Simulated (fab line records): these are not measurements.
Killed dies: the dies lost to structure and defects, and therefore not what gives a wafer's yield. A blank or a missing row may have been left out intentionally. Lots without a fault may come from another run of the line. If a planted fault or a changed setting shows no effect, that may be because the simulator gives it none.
Which tool did it? | flow nand_harc | 22 lots, 66 wafers sampled, at 1 step of a route of 1302

## WHAT EACH GAUGE READ, for each wafer
NHARC_A_ONON_D2_THK_MEAS_30: measures by ellipsometry.
lot  | measured     | on            | thk_nm (nm)
L074 | day 12 19:25 | film_metro-02 | 1022 1020 1022
L076 | day 14 03:22 | film_metro-02 | 977 977 977
L077 | day 14 03:22 | film_metro-01 | 1014 1015 1014
L079 | day 14 16:34 | film_metro-02 | 1006 1006 1007
L078 | day 14 16:35 | film_metro-01 | 1008 1006 1006
L080 | day 14 21:59 | film_metro-01 | 991 991 992
L081 | day 15 23:59 | film_metro-02 | 1003 1002 1003
L082 | day 16 00:01 | film_metro-01 | 1016 1015 1016
L084 | day 17 06:46 | film_metro-02 | 1008 1007 1007
L083 | day 17 06:46 | film_metro-01 | 980 982 982
L085 | day 17 06:47 | film_metro-02 | 1018 1017 1018
L087 | day 18 08:11 | film_metro-02 | 1009 1009 1006
L089 | day 19 00:59 | film_metro-01 | 1005 1003 1004
L088 | day 19 00:59 | film_metro-02 | 1000 1001 1001
L090 | day 19 16:01 | film_metro-01 | 1010 1010 1012
L091 | day 19 16:02 | film_metro-02 | 982 983 984
L092 | day 20 09:44 | film_metro-01 | 1006 1008 1008
L093 | day 20 21:53 | film_metro-02 | 995 997 994
L094 | day 20 21:53 | film_metro-01 | 1023 1024 1022
L095 | day 21 16:49 | film_metro-01 | 1002 1003 1002
L096 | day 22 07:02 | film_metro-02 | 999 998 1001
L097 | day 22 07:03 | film_metro-02 | 1006 1008 1008

## TOOL THAT RAN EACH LOT (tool first, then ch and the chambers of the sampled wafers, then the start)
Before these readings, the record contains no process step.

## WHAT THE TOOLS THEMSELVES READ (means of the sampled wafers that have a number; where no wafer has one, the mark that the record gives instead)
The record holds no such reading with a usual standard deviation.

## THE ANSWER, worked out from the rows above alone
Rule: the usual values come from the lots themselves. The widest of any qualifying gaps counts: lots, ordered by their means at a reading, are off when they make up no more than a third of the lots, leave a main group of 4 or more, and stand apart from it by 3 or more times the standard deviation of that group's means. If all means in a main group match to the digits the tables above print for the reading, that group is not used. Also off: a lot with no number at a reading for which 4 or more lots have one. Where the step has rows for the other lots, those lots are counted as sound. Order of review: gauges by route order, followed by the tools' own readings, for which a lot's mean as printed above is used. At the first step where some lot is off, the reading lying furthest off is the one used; lots without a number count as furthest.
Nothing can be told from this: no lot is off at any reading shown.

## WHAT WAS PUT IN BY THE SIMULATOR
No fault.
